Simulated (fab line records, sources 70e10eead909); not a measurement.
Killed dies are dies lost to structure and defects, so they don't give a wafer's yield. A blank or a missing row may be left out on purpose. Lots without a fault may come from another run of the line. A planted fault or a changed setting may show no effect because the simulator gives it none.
Chamber matching | flow nand_harc | NHARC_A_CHANNEL_FILL_D1_ALD_16 on ald_hk-01: 4 sister chambers
The step deposits SiO2, target thk 1.5 nm, pulse time 10 s, ald cycles 15. 14 wafers are shown with their chamber, then 7 later ones without.

WAFERS WITH THEIR CHAMBER
wafer  | chamber | heater_power_w (W) | precursor_pulse_height_rel | susceptor_temp_C (C)
L078.4 | 0       | 507                | 1.008                      | 299.94
L078.5 | 0       | 510                | 1.021                      | 300.06
L078.6 | 1       | 468                | 0.999                      | 299.84
L080.2 | 0       | 515                | 0.978                      | 299.59
L080.4 | 2       | 416                | 0.961                      | 299.75
L080.5 | 0       | 500                | 0.992                      | 300.08
L082.2 | 1       | 477                | 1.002                      | 299.71
L082.4 | 3       | 506                | 1.013                      | 299.99
L082.6 | 3       | 508                | 1.020                      | 300.23
L086.2 | 3       | 511                | 1.014                      | 299.63
L086.4 | 0       | 491                | 1.023                      | 300.03
L086.6 | 1       | 465                | 1.014                      | 300.00
L091.2 | 3       | 518                | 1.013                      | 299.86
L091.3 | 1       | 455                | 1.019                      | 300.26

SIGNATURES (means of the wafers above)
reading                    | chamber 0 | chamber 1 | chamber 2 | chamber 3 | scatter within a chamber
heater_power_w             | 504.60    | 466.25    | 416.00    | 510.75    | 8.24
precursor_pulse_height_rel | 1.00440   | 1.00850   | 0.96100   | 1.01500   | 0.0134
susceptor_temp_C           | 299.9400  | 299.9525  | 299.7500  | 299.9275  | 0.228
Rule: a wafer's distance from a chamber is the root of the sum, over the readings, of the square of ((its reading less the chamber's mean) divided by the reading's scatter). The wafer belongs to the nearest chamber; if the next one is less than 2 further off, it can't be placed. The scatter: the root of (the sum of the squares of (reading less its chamber's mean) over the shown wafers, divided by (wafers less chambers)).

WAFERS WITHOUT THEIR CHAMBER
wafer  | heater_power_w (W) | precursor_pulse_height_rel | susceptor_temp_C (C)
L091.6 | 406                | 1.002                      | 299.68
L093.3 | 521                | 1.011                      | 300.25
L093.5 | 400                | 1.014                      | 300.19
L093.6 | 464                | 1.000                      | 300.11
L094.1 | 497                | 1.019                      | 300.04
L094.4 | 398                | 1.008                      | 300.03
L094.5 | 497                | 1.018                      | 300.05

WHICH CHAMBER EACH WENT THROUGH
wafer  | from the rows above     | in truth
L091.6 | 2                       | 2
L093.3 | can't be placed: 3 or 0 | 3
L093.5 | 2                       | 2
L093.6 | 1                       | 1
L094.1 | can't be placed: 0 or 3 | 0
L094.4 | 2                       | 2
L094.5 | can't be placed: 0 or 3 | 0
Placed correctly: 4 of 7. Can't be placed from these rows: 3 (the true chamber is among the candidates in 3). Placed wrongly: 0.
